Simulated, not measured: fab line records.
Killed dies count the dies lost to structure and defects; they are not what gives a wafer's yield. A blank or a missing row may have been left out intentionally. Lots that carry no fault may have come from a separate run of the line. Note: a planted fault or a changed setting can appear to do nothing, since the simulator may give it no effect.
fab line records -- flow n5_finfet -- part 1 of 2: steps 1 to 21 of 31
[record] lots = 5, wafers = 15, last_day = 18
route steps=1938 shown SD_EPI_P@310 SD_ACTIVATION@330 ILD0@335
lots that met no fault: from a run of the same line without faults
start_h: hours from the record's opening day to when the first of the lot's shown wafers began -- wait_h: hours from the lot's prior step to this one -- " repeats the value in the row above -- L1.1+2: a row that stands for several wafers -- - no value present, or no start provided -- * or withheld: withheld -- < > ~ a bound
route shown NAME@n: names a module that has steps shown in the file, with the first one's number in the route -- usual: mean/standard deviation of fault-free wafers -- same: alike in all rows -- chamber/n: place in a boat -- sites: readings site by site -- _std_site: their standard deviation -- _edge_site: the outer-site mean with the inner-site mean subtracted -- radius_mm: how far each site lies from the wafer's centre -- mask NAME#n: copy n -- behind: the last tool/chamber to shape the wafer -- hold: reason for holding the lot/hours on hold/outcome of the hold -- device: whichever transistor did not switch (one of n, p or np) -- end of line: the same wafers' tests at the end of the route -- a step given without rows: its recipe and nothing more -- killed: not the wafer's yield, but the dies lost to structure and defects at the first sort -- map: shows each die of a wafer: x if killed, . if not, _ if none is there
set.NAME: the setting as run; set.NAME@STEP: as run at that earlier step -- model.NAME: the simulator's own value behind a step, which no gauge read
certain route steps with their lots: each step a table, each wafer a row
services: from which hour (start_h, from the record's first day; less than 0 if before it) a tool's chamber was out of use, for how many hours, and why
[[steps]]
[step N5_SD_EPI_P_ETCHBACK_46]
[recipe] chemistry = CH3F/O2, mode = anisotropic_etchback, target = SiNx, target_depth_a = 175, stop_on = SiO2, over_etch_frac = 0.3, ion_energy_ev = 120, pressure_mtorr = 30, source_w = 395, bias_w = 73, Ar_flow_sccm = 150, CH3F_flow_sccm = 30, O2_flow_sccm = 20
[usual] bias_w = 73.06/0.22, drypump_motor_current_A = 5.8/0.62, oes_f_703_au = 0.75/0.075, oes_product_au = 0.64/0.065, rf_vpp_V = 297/3.7, showerhead_plenum_p_Torr = 1.99/0.08, throttle_valve_pct = 16.38/0.22
lot.wafer,tool,chamber,start_h,wait_h,bias_w,drypump_motor_current_A,oes_f_703_au,oes_product_au,rf_hours_counter_h,rf_vpp_V,showerhead_plenum_p_Torr,throttle_valve_pct
L075.2,rie_diel-03,3,61.96,0.0,73.09,6.4,0.69,0.60,234,298,1.89,16.43
L075.4,rie_diel-03,0,61.96,0.0,73.28,5.1,0.76,0.65,134,293,1.93,16.15
L075.5,rie_diel-03,3,61.96,0.0,73.07,6.4,0.69,0.60,-,298,1.89,16.44
L078.2,rie_diel-01,1,81.24,0.0,72.94,4.7,0.70,0.60,231,299,2.06,16.70
L078.3,rie_diel-01,3,81.24,0.0,72.99,6.2,0.79,0.69,75,303,1.94,16.09
L078.6,rie_diel-01,1,81.24,0.0,72.98,4.7,0.70,0.60,-,299,2.06,16.68
L079.2,rie_diel-01,2,83.50,0.0,73.08,6.5,0.71,0.59,219,296,1.98,16.69
L079.3,rie_diel-01,0,83.50,0.0,73.51,5.8,0.68,0.57,247,288,1.88,16.46
L079.5,rie_diel-01,2,83.50,0.0,73.11,6.5,0.71,0.60,-,298,1.98,16.69
L092.1,rie_diel-01,0,162.35,0.0,73.10,5.9,0.95,0.81,16,293,2.12,16.02
L092.4,rie_diel-01,3,162.35,0.0,73.10,6.2,0.77,0.66,102,303,1.93,16.15
L092.6,rie_diel-01,1,162.35,0.0,72.97,4.7,0.99,0.84,-,299,2.05,16.25
L097.1,rie_diel-01,0,195.11,0.0,73.17,5.8,0.93,0.79,27,293,2.12,16.04
L097.5,rie_diel-01,3,195.11,0.0,72.72,6.2,0.76,0.66,-,303,1.93,16.17
L097.6,rie_diel-01,0,195.11,0.0,73.09,5.8,0.92,0.78,-,294,2.12,16.06
[step N5_SD_EPI_P_ETCH_47]
[recipe] chemistry = CH3F/O2, target = SiOCN, target_depth_a = 250, mask_material = SOC, ion_energy_ev = 60, bias_w = 29, pressure_mtorr = 30, source_w = 410, Ar_flow_sccm = 150, CH3F_flow_sccm = 30, O2_flow_sccm = 20
[usual] bias_w = 29.00/0.086, drypump_motor_current_A = 5.8/0.62, oes_f_703_au = 0.75/0.075, oes_product_au = 0.75/0.08, rf_vpp_V = 127.3/1.6, showerhead_plenum_p_Torr = 1.99/0.08, throttle_valve_pct = 16.35/0.21
lot.wafer,tool,chamber,start_h,wait_h,bias_w,drypump_motor_current_A,oes_f_703_au,oes_product_au,rf_hours_counter_h,rf_vpp_V,showerhead_plenum_p_Torr,throttle_valve_pct
L075.2,rie_diel-03,3,62.06,0.1,28.96,6.4,0.69,0.70,234,127.0,1.89,16.41
L075.4,rie_diel-03,0,62.06,0.1,29.09,5.1,0.76,0.75,134,125.9,1.93,16.14
L075.5,rie_diel-03,3,62.06,0.1,29.00,6.5,0.70,0.70,-,125.6,1.89,16.39
L078.2,rie_diel-01,1,81.34,0.1,28.99,4.7,0.70,0.69,231,128.5,2.06,16.66
L078.3,rie_diel-01,3,81.34,0.1,29.08,6.2,0.79,0.82,75,130.5,1.94,16.08
L078.6,rie_diel-01,1,81.34,0.1,29.13,4.7,0.70,0.68,-,128.7,2.06,16.68
L079.2,rie_diel-01,2,83.60,0.1,28.87,6.6,0.70,0.70,219,128.1,1.98,16.68
L079.3,rie_diel-01,0,83.60,0.1,29.04,5.8,0.67,0.67,247,123.8,1.88,16.43
L079.5,rie_diel-01,2,83.60,0.1,28.80,6.6,0.70,0.69,-,127.1,1.98,16.67
L092.1,rie_diel-01,0,162.45,0.1,28.77,5.8,0.95,0.95,16,126.8,2.12,16.00
L092.4,rie_diel-01,3,162.45,0.1,29.07,6.2,0.76,0.80,102,130.0,1.93,16.12
L092.6,rie_diel-01,1,162.45,0.1,29.09,4.7,0.99,0.99,-,129.0,2.05,16.22
L097.1,rie_diel-01,0,195.26,0.1,28.95,5.9,0.93,0.91,27,126.1,2.12,16.03
L097.5,rie_diel-01,3,195.26,0.1,28.98,6.2,0.75,0.77,-,129.2,1.93,16.15
L097.6,rie_diel-01,0,195.26,0.1,29.01,5.8,0.92,0.92,-,126.3,2.12,16.01
[step N5_SD_EPI_P_ETCH_16]
[recipe] chemistry = CHF3/O2, target = SiO2, target_depth_a = 50, mask_material = SOC, pressure_mtorr = 30, source_w = 650, bias_w = 170, Ar_flow_sccm = 200, CHF3_flow_sccm = 50, O2_flow_sccm = 5, ion_energy_ev = 200
[usual] bias_w = 170.0/0.53, drypump_motor_current_A = 5.8/0.62, oes_f_703_au = 0.75/0.075, oes_product_au = 0.75/0.08, rf_vpp_V = 523/6.2, showerhead_plenum_p_Torr = 2.40/0.093, throttle_valve_pct = 18.92/0.21
lot.wafer,tool,chamber,start_h,wait_h,bias_w,drypump_motor_current_A,oes_f_703_au,oes_product_au,rf_hours_counter_h,rf_vpp_V,showerhead_plenum_p_Torr,throttle_valve_pct
L075.2,rie_diel-03,3,62.16,0.1,169.2,6.4,0.70,0.69,234,525,2.29,18.94
L075.4,rie_diel-03,0,62.16,0.1,170.3,5.1,0.76,0.76,134,517,2.32,18.69
L075.5,rie_diel-03,3,62.16,0.1,170.1,6.4,0.70,0.69,-,523,2.29,18.93
L078.2,rie_diel-01,1,81.44,0.1,169.9,4.7,0.70,0.69,231,526,2.48,19.24
L078.3,rie_diel-01,3,81.44,0.1,170.2,6.2,0.80,0.81,75,532,2.34,18.66
L078.6,rie_diel-01,1,81.44,0.1,169.7,4.7,0.70,0.69,-,528,2.48,19.24
L079.2,rie_diel-01,2,83.70,0.1,168.2,6.6,0.72,0.70,219,523,2.38,19.22
L079.3,rie_diel-01,0,83.70,0.1,170.7,5.9,0.68,0.67,247,509,2.27,18.98
L079.5,rie_diel-01,2,83.70,0.1,169.8,6.6,0.71,0.69,-,524,2.38,19.21
L092.1,rie_diel-01,0,162.55,0.1,169.9,5.9,0.96,0.95,16,516,2.55,18.60
L092.4,rie_diel-01,3,162.55,0.1,169.8,6.2,0.77,0.79,102,532,2.33,18.68
L092.6,rie_diel-01,1,162.55,0.1,170.9,4.7,0.98,0.98,-,526,2.47,18.84
L097.1,rie_diel-01,0,195.41,0.1,169.7,5.8,0.92,0.94,27,517,2.55,18.61
L097.5,rie_diel-01,3,195.41,0.1,170.4,6.2,0.77,0.78,-,532,2.33,18.72
L097.6,rie_diel-01,0,195.41,0.1,169.4,5.8,0.93,0.94,-,518,2.55,18.61
[step N5_SD_EPI_P_STRIP_50]
[recipe] chemistry = CHF3/O2, resist = SiARC, rf_frequency_hz = 6e+07
lot.wafer,tool,chamber,start_h,wait_h
L075.2+4+5,rie_diel-03,"3,0,3",62.20,0.0
L078.2+3+6,rie_diel-01,"1,3,1",81.48,0.0
L079.2+3+5,rie_diel-01,"2,0,2",83.74,0.0
L092.1+4+6,rie_diel-01,"0,3,1",162.59,0.0
L097.1+5+6,rie_diel-01,"0,3,0",195.47,0.0
[step N5_SD_EPI_P_SD_RECESS_17]
[recipe] chemistry = HBr/Cl2/O2, target_depth_a = 391, bt_time_s = 3, pressure_mtorr = 10, icp_w = 800, bias_w = 112, HBr_flow_sccm = 150, Cl2_flow_sccm = 80, O2_flow_sccm = 12
[usual] bias_w = 112.0/0.37, drypump_motor_current_A = 5.7/0.43, oes_product_au = 0.999/0.013, throttle_valve_pct = 37.14/0.14
[same] bt_time_s = 3
lot.wafer,tool,chamber,start_h,wait_h,bias_w,drypump_motor_current_A,oes_product_au,rf_hours_counter_h,throttle_valve_pct
L075.2,rie_si-05,1,62.23,0.0,112.0,5.6,0.993,107,36.97
L075.4,rie_si-05,0,62.23,0.0,112.3,6.2,1.011,125,37.18
L075.5,rie_si-05,0,62.23,0.0,112.6,6.2,1.025,-,37.19
L078.2,rie_si-02,0,81.51,0.0,112.4,4.9,1.012,22,36.80
L078.3,rie_si-02,1,81.51,0.0,111.7,5.7,0.998,68,37.24
L078.6,rie_si-02,0,81.51,0.0,112.5,5.0,1.013,-,36.82
L079.2,rie_si-02,3,83.77,0.0,112.0,6.5,0.964,26,37.21
L079.3,rie_si-02,1,83.77,0.0,112.0,5.7,0.998,68,37.24
L079.5,rie_si-02,3,83.77,0.0,111.9,6.5,0.963,-,37.22
L092.1,rie_si-05,2,162.62,0.0,112.6,6.0,1.004,65,37.24
L092.4,rie_si-05,0,162.62,0.0,112.3,6.2,1.015,127,37.19
L092.6,rie_si-05,3,162.62,0.0,112.7,5.2,0.996,-,37.22
L097.1,rie_si-02,0,195.51,0.0,112.6,4.9,1.005,24,36.81
L097.5,rie_si-02,0,195.51,0.0,112.1,5.0,1.012,-,36.80
L097.6,rie_si-02,1,195.51,0.0,112.5,5.7,0.998,-,37.24
[step N5_SD_EPI_P_WET_ETCH_45]
[recipe] chemistry = dHF, dilution = withheld, time_s = 10.7, target = SiO2, target_depth_a = 20, temp_c = 25, dry = ipa_marangoni, rinse_time_s = 30, rinse_temp_c = 23
[usual] temp_c = 25.00/0.1
lot.wafer,tool,chamber,start_h,wait_h,temp_c
L075.2,wet_bench-05,4,62.33,0.1,24.79
L075.4,wet_bench-05,0,62.33,0.1,25.04
L075.5,wet_bench-05,6,62.33,0.1,25.04
L078.2,wet_bench-04,5,81.61,0.1,25.14
L078.3,wet_bench-04,2,81.61,0.1,25.07
L078.6,wet_bench-04,1,81.61,0.1,24.77
L079.2,wet_bench-04,4,83.87,0.1,25.08
L079.3,wet_bench-04,1,83.87,0.1,24.83
L079.5,wet_bench-04,3,83.87,0.1,25.07
L092.1,wet_bench-02,6,162.72,0.1,24.99
L092.4,wet_bench-02,2,162.72,0.1,25.03
L092.6,wet_bench-02,5,162.72,0.1,25.14
L097.1,wet_bench-02,2,195.61,0.1,25.10
L097.5,wet_bench-02,6,195.61,0.1,25.01
L097.6,wet_bench-02,3,195.61,0.1,24.87
[step N5_SD_EPI_P_STRIP_40]
[recipe] chemistry = N2/H2, power_w = 1000, temp_c = 250, h2_frac = 0.65, overash_fraction = 0.3, pressure_mtorr = withheld, n2_flow_sccm = 1750, h2_flow_sccm = 3250
[usual] drypump_motor_current_A = 5.52/0.18, heater_power_w = 353/23, oes_product_au = 0.760/0.011, temp_c = 249.99/0.22
lot.wafer,tool,chamber,start_h,wait_h,drypump_motor_current_A,heater_power_w,oes_product_au,rf_hours_counter_h,temp_c
L075.2,plasma_asher-02,1,62.38,0.0,5.39,320,0.762,33,249.89
L075.4,plasma_asher-02,1,62.38,0.0,5.39,330,0.770,-,250.40
L075.5,plasma_asher-02,0,62.38,0.0,5.75,379,0.759,-,249.95
L078.2,plasma_asher-01,0,81.66,0.0,5.59,365,0.764,92,249.34
L078.3,plasma_asher-01,1,81.66,0.0,5.28,333,0.756,-,250.25
L078.6,plasma_asher-01,1,81.66,0.0,5.26,352,0.750,-,250.03
L079.2,plasma_asher-01,0,83.92,0.0,5.55,378,0.766,93,250.03
L079.3,plasma_asher-01,0,83.92,0.0,5.57,375,0.780,-,250.08
L079.5,plasma_asher-01,0,83.92,0.0,5.54,373,0.770,-,249.94
L092.1,plasma_asher-02,1,162.77,0.0,5.39,330,0.764,53,249.73
L092.4,plasma_asher-02,1,162.77,0.0,5.39,334,0.761,-,250.29
L092.6,plasma_asher-02,0,162.77,0.0,5.74,383,0.764,-,250.03
L097.1,plasma_asher-02,0,195.66,0.0,5.73,377,0.747,59,249.76
L097.5,plasma_asher-02,0,195.66,0.0,5.74,372,0.773,-,249.91
L097.6,plasma_asher-02,1,195.66,0.0,5.39,330,0.764,-,250.34
[step N5_SD_EPI_P_PRECLEAN_52]
[recipe] chemistry = O3/DIW, time_s = 60, temp_c = 22, o3_ppm = 10
[usual] temp_c = 22.01/0.096
lot.wafer,tool,chamber,start_h,wait_h,temp_c
L075.2,wet_bench-05,1,62.46,-,21.98
L075.4,wet_bench-05,4,62.46,-,21.88
L075.5,wet_bench-05,2,62.46,-,22.18
L078.2,wet_bench-05,6,81.74,-,22.02
L078.3,wet_bench-05,5,81.74,-,22.02
L078.6,wet_bench-05,1,81.74,-,22.12
L079.2,wet_bench-02,4,84.01,-,22.01
L079.3,wet_bench-02,0,84.01,-,21.99
L079.5,wet_bench-02,6,84.01,-,21.90
L092.1,wet_bench-05,1,162.85,-,21.95
L092.4,wet_bench-05,2,162.85,-,21.94
L092.6,wet_bench-05,6,162.85,-,21.93
L097.1,wet_bench-05,6,195.74,-,22.10
L097.5,wet_bench-05,4,195.74,-,21.99
L097.6,wet_bench-05,2,195.74,-,22.01
[step N5_SD_EPI_P_SRD_20]
[recipe] dry = ipa_marangoni, do_ppb = 5, time_s = 30, temp_c = 23, rinse_liquid = diw
[usual] temp_c = 23.00/0.11
lot.wafer,tool,chamber,start_h,wait_h,temp_c
L075.2,wet_bench-05,1,62.48,0.0,22.91
L075.4,wet_bench-05,4,62.48,0.0,22.98
L075.5,wet_bench-05,2,62.48,0.0,22.98
L078.2,wet_bench-05,6,81.76,0.0,23.02
L078.3,wet_bench-05,5,81.76,0.0,23.11
L078.6,wet_bench-05,1,81.76,0.0,23.06
L079.2,wet_bench-02,4,84.03,0.0,23.12
L079.3,wet_bench-02,0,84.03,0.0,22.97
L079.5,wet_bench-02,6,84.03,0.0,22.96
L092.1,wet_bench-05,1,162.87,0.0,23.12
L092.4,wet_bench-05,2,162.87,0.0,22.80
L092.6,wet_bench-05,6,162.87,0.0,23.01
L097.1,wet_bench-05,6,195.76,0.0,23.01
L097.5,wet_bench-05,4,195.76,0.0,23.00
L097.6,wet_bench-05,2,195.76,0.0,23.07
[step N5_SD_EPI_P_PRECLEAN_51]
[recipe] chemistry = NF3:NH3, afs_cycles = 1, temp_c = 30, time_s = 20, sublimation_temp_c = 180, sublimation_time_s = 60, pressure_torr = 3, rf_power_w = 30
lot.wafer,tool,chamber,start_h,wait_h
L075.2+4+5,epi_rpcvd-02,0,62.56,0.1
L078.2+3+6,epi_rpcvd-02,0,81.85,0.1
L079.2+3+5,epi_rpcvd-04,0,84.12,0.1
L092.1+4+6,epi_rpcvd-02,0,162.93,0.0
L097.1+5+6,epi_rpcvd-04,0,195.81,0.0
[step N5_SD_EPI_P_VAPOR_ETCH_44]
[recipe] chemistry = NF3/Ar, target = SiGe30, temp_c = 25, time_s = 3.3, mode = isotropic
lot.wafer,tool,chamber,start_h,wait_h
L075.2+4+5,epi_rpcvd-02,0,62.74,0.1
L078.2+3+6,epi_rpcvd-02,0,82.09,0.2
L079.2+3+5,epi_rpcvd-04,0,84.36,0.2
L092.1+4+6,epi_rpcvd-02,0,163.11,0.1
L097.1+5+6,epi_rpcvd-04,0,196.05,0.2
[step N5_SD_EPI_P_EPI_21]
[recipe] material = SiGe:B, dopant = B, temp_c = 550, pressure_torr = 20, ambient = H2, time_s = 355
lot.wafer,tool,chamber,start_h,wait_h
L075.2+4+5,epi_rpcvd-02,0,63.25,0.5
L078.2+3+6,epi_rpcvd-02,0,82.77,0.6
L079.2+3+5,epi_rpcvd-04,0,85.04,0.6
L092.1+4+6,epi_rpcvd-02,0,163.29,0.1
L097.1+5+6,epi_rpcvd-04,0,196.29,0.2
[step N5_SD_EPI_P_EPI_MEAS_23]
[recipe] mode = xrd
[usual] thk_nm = 61.0/1.2
lot.wafer,tool,chamber,start_h,wait_h,thk_nm
L075.2,film_metro-01,-,65.09,1.5,60.0
L075.4,film_metro-01,-,65.09,1.5,60.7
L075.5,film_metro-01,-,65.09,1.5,59.0
L078.2,film_metro-02,-,85.21,2.0,61.2
L078.3,film_metro-02,-,85.21,2.0,58.2
L078.6,film_metro-02,-,85.21,2.0,60.6
L079.2,film_metro-01,-,87.47,2.0,61.0
L079.3,film_metro-01,-,87.47,2.0,60.4
L079.5,film_metro-01,-,87.47,2.0,61.5
L092.1,film_metro-01,-,165.48,1.8,59.9
L092.4,film_metro-01,-,165.48,1.8,62.9
L092.6,film_metro-01,-,165.48,1.8,60.1
L097.1,film_metro-02,-,199.21,2.4,62.3
L097.5,film_metro-02,-,199.21,2.4,61.2
L097.6,film_metro-02,-,199.21,2.4,62.1
[step N5_SD_EPI_P_HM_STRIP_48]
[recipe] chemistry = H3PO4, temp_c = 160, material = SiNx, target = SiNx, target_depth_a = 30, overetch_fraction = 0.3
[usual] temp_c = 159.99/0.14
lot.wafer,tool,chamber,start_h,wait_h,temp_c
L075.2,wet_bench-04,5,65.13,0.0,159.86
L075.4,wet_bench-04,4,65.13,0.0,159.95
L075.5,wet_bench-04,0,65.13,0.0,159.86
L078.2,wet_bench-02,4,85.24,0.0,159.94
L078.3,wet_bench-02,3,85.24,0.0,160.05
L078.6,wet_bench-02,7,85.24,0.0,160.05
L079.2,wet_bench-05,4,87.51,0.0,159.85
L079.3,wet_bench-05,0,87.51,0.0,159.97
L079.5,wet_bench-05,6,87.51,0.0,159.69
L092.1,wet_bench-02,0,165.52,0.0,160.08
L092.4,wet_bench-02,2,165.52,0.0,159.98
L092.6,wet_bench-02,6,165.52,0.0,160.04
L097.1,wet_bench-05,3,199.25,0.0,160.16
L097.5,wet_bench-05,5,199.25,0.0,159.96
L097.6,wet_bench-05,1,199.25,0.0,159.97
[step N5_SD_EPI_P_SRD_49]
[recipe] dry = ipa_marangoni, time_s = 30, temp_c = 23, rinse_liquid = diw
[usual] temp_c = 23.01/0.099
lot.wafer,tool,chamber,start_h,wait_h,temp_c
L075.2,wet_bench-04,5,65.18,0.0,23.09
L075.4,wet_bench-04,4,65.18,0.0,23.00
L075.5,wet_bench-04,0,65.18,0.0,22.95
L078.2,wet_bench-02,4,85.29,0.0,23.09
L078.3,wet_bench-02,3,85.29,0.0,22.97
L078.6,wet_bench-02,7,85.29,0.0,22.98
L079.2,wet_bench-05,4,87.56,0.0,23.14
L079.3,wet_bench-05,0,87.56,0.0,23.02
L079.5,wet_bench-05,6,87.56,0.0,23.17
L092.1,wet_bench-02,0,165.57,0.0,22.98
L092.4,wet_bench-02,2,165.57,0.0,23.01
L092.6,wet_bench-02,6,165.57,0.0,23.08
L097.1,wet_bench-05,3,199.30,0.0,23.04
L097.5,wet_bench-05,5,199.30,0.0,22.99
L097.6,wet_bench-05,1,199.30,0.0,23.26
[step N5_SD_EPI_P_PRECLEAN_24]
[recipe] chemistry = O3/DIW, time_s = 45, temp_c = 22, o3_ppm = 10
[usual] temp_c = 22.00/0.11
lot.wafer,tool,chamber,start_h,wait_h,temp_c
L075.2,wet_bench-04,5,65.20,0.0,22.03
L075.4,wet_bench-04,4,65.20,0.0,21.96
L075.5,wet_bench-04,0,65.20,0.0,21.90
L078.2,wet_bench-02,4,85.31,0.0,21.94
L078.3,wet_bench-02,3,85.31,0.0,22.08
L078.6,wet_bench-02,7,85.31,0.0,21.94
L079.2,wet_bench-05,4,87.58,0.0,21.99
L079.3,wet_bench-05,0,87.58,0.0,21.94
L079.5,wet_bench-05,6,87.58,0.0,21.87
L092.1,wet_bench-02,0,165.59,0.0,21.91
L092.4,wet_bench-02,2,165.59,0.0,21.87
L092.6,wet_bench-02,6,165.59,0.0,21.98
L097.1,wet_bench-05,3,199.32,0.0,21.88
L097.5,wet_bench-05,5,199.32,0.0,22.19
L097.6,wet_bench-05,1,199.32,0.0,21.99
[step N5_SD_EPI_P_PRECLEAN_32]
[recipe] chemistry = dHF, time_s = 10, dilution = 500:1, temp_c = 25
[usual] temp_c = 25.00/0.1
lot.wafer,tool,chamber,start_h,wait_h,temp_c
L075.2,wet_bench-04,5,65.21,0.0,24.97
L075.4,wet_bench-04,4,65.21,0.0,24.97
L075.5,wet_bench-04,0,65.21,0.0,25.15
L078.2,wet_bench-02,4,85.33,0.0,24.73
L078.3,wet_bench-02,3,85.33,0.0,25.03
L078.6,wet_bench-02,7,85.33,0.0,25.04
L079.2,wet_bench-05,4,87.59,0.0,25.11
L079.3,wet_bench-05,0,87.59,0.0,24.98
L079.5,wet_bench-05,6,87.59,0.0,25.22
L092.1,wet_bench-02,0,165.60,0.0,24.89
L092.4,wet_bench-02,2,165.60,0.0,24.88
L092.6,wet_bench-02,6,165.60,0.0,24.89
L097.1,wet_bench-05,3,199.33,0.0,25.02
L097.5,wet_bench-05,5,199.33,0.0,25.03
L097.6,wet_bench-05,1,199.33,0.0,25.15
[step N5_SD_EPI_P_PRECLEAN_33]
[recipe] chemistry = SC2, time_s = 45, temp_c = 35, mix = 1:1:50
[usual] temp_c = 35.01/0.11
lot.wafer,tool,chamber,start_h,wait_h,temp_c
L075.2,wet_bench-04,5,65.21,0.0,34.82
L075.4,wet_bench-04,4,65.21,0.0,35.18
L075.5,wet_bench-04,0,65.21,0.0,35.05
L078.2,wet_bench-02,4,85.33,0.0,34.96
L078.3,wet_bench-02,3,85.33,0.0,34.89
L078.6,wet_bench-02,7,85.33,0.0,34.97
L079.2,wet_bench-05,4,87.59,0.0,34.95
L079.3,wet_bench-05,0,87.59,0.0,34.99
L079.5,wet_bench-05,6,87.59,0.0,34.78
L092.1,wet_bench-02,0,165.61,0.0,34.88
L092.4,wet_bench-02,2,165.61,0.0,35.12
L092.6,wet_bench-02,6,165.61,0.0,35.09
L097.1,wet_bench-05,3,199.33,0.0,35.00
L097.5,wet_bench-05,5,199.33,0.0,35.00
L097.6,wet_bench-05,1,199.33,0.0,34.90
[step N5_SD_EPI_P_SRD_25]
[recipe] time_s = 30, temp_c = 23, rinse_liquid = diw, dry = ipa_marangoni
[usual] temp_c = 23.00/0.098
lot.wafer,tool,chamber,start_h,wait_h,temp_c
L075.2,wet_bench-04,5,65.23,0.0,22.98
L075.4,wet_bench-04,4,65.23,0.0,23.08
L075.5,wet_bench-04,0,65.23,0.0,22.94
L078.2,wet_bench-02,4,85.34,0.0,23.06
L078.3,wet_bench-02,3,85.34,0.0,22.89
L078.6,wet_bench-02,7,85.34,0.0,22.86
L079.2,wet_bench-05,4,87.61,0.0,23.06
L079.3,wet_bench-05,0,87.61,0.0,23.13
L079.5,wet_bench-05,6,87.61,0.0,23.03
L092.1,wet_bench-02,0,165.62,0.0,22.88
L092.4,wet_bench-02,2,165.62,0.0,23.28
L092.6,wet_bench-02,6,165.62,0.0,22.98
L097.1,wet_bench-05,3,199.34,0.0,22.95
L097.5,wet_bench-05,5,199.34,0.0,22.98
L097.6,wet_bench-05,1,199.34,0.0,23.00
[step N5_SD_EPI_P_INSPECT_26]
[recipe] inspect_instrument = darkfield, mode = post_epi
[usual] raw_defect_count = 184/37
lot.wafer,tool,chamber,start_h,wait_h,raw_defect_count
L075.2,defect_inspect-01,-,65.27,0.0,185
L075.4,defect_inspect-01,-,65.27,0.0,186
L075.5,defect_inspect-01,-,65.27,0.0,194
L078.2,defect_inspect-01,-,85.38,0.0,278
L078.3,defect_inspect-01,-,85.38,0.0,348
L078.6,defect_inspect-01,-,85.38,0.0,219
L079.2,defect_inspect-01,-,87.65,0.0,224
L079.3,defect_inspect-01,-,87.65,0.0,196
L079.5,defect_inspect-01,-,87.65,0.0,180
L092.1,defect_inspect-01,-,165.66,0.0,138
L092.4,defect_inspect-01,-,165.66,0.0,144
L092.6,defect_inspect-01,-,165.66,0.0,175
L097.1,defect_inspect-01,-,199.38,0.0,116
L097.5,defect_inspect-01,-,199.38,0.0,149
L097.6,defect_inspect-01,-,199.38,0.0,201
[step N5_SD_ACTIVATION_RTA_00]
[recipe] temp_c = 975, time_s = 0, ambient = N2, idle_temp_c = 600, ramp_up_c_per_s = 150, ramp_down_c_per_s = 60, cool_to_c = 600
[usual] lamp_power_pct = 8.95/0.055, wafer_temp_C_max = 974.8/2
lot.wafer,tool,chamber,start_h,wait_h,lamp_power_pct,wafer_temp_C_max
L075.2,rtp_anneal-01,0,65.32,0.1,8.95,977.5
L075.4,rtp_anneal-01,0,65.32,0.1,8.88,973.0
L075.5,rtp_anneal-01,0,65.32,0.1,8.92,976.3
L078.2,rtp_anneal-02,0,85.55,0.2,8.86,974.7
L078.3,rtp_anneal-02,0,85.55,0.2,8.88,974.5
L078.6,rtp_anneal-02,0,85.55,0.2,8.89,973.0
L079.2,rtp_anneal-01,0,87.73,0.1,8.90,974.3
L079.3,rtp_anneal-01,0,87.73,0.1,8.91,977.0
L079.5,rtp_anneal-01,0,87.73,0.1,8.95,970.7
L092.1,rtp_anneal-02,0,165.81,0.1,8.96,975.8
L092.4,rtp_anneal-02,0,165.81,0.1,8.90,970.2
L092.6,rtp_anneal-02,0,165.81,0.1,8.94,974.8
L097.1,rtp_anneal-02,0,199.41,0.0,9.05,970.1
L097.5,rtp_anneal-02,0,199.41,0.0,8.99,973.9
L097.6,rtp_anneal-02,0,199.41,0.0,9.06,972.0
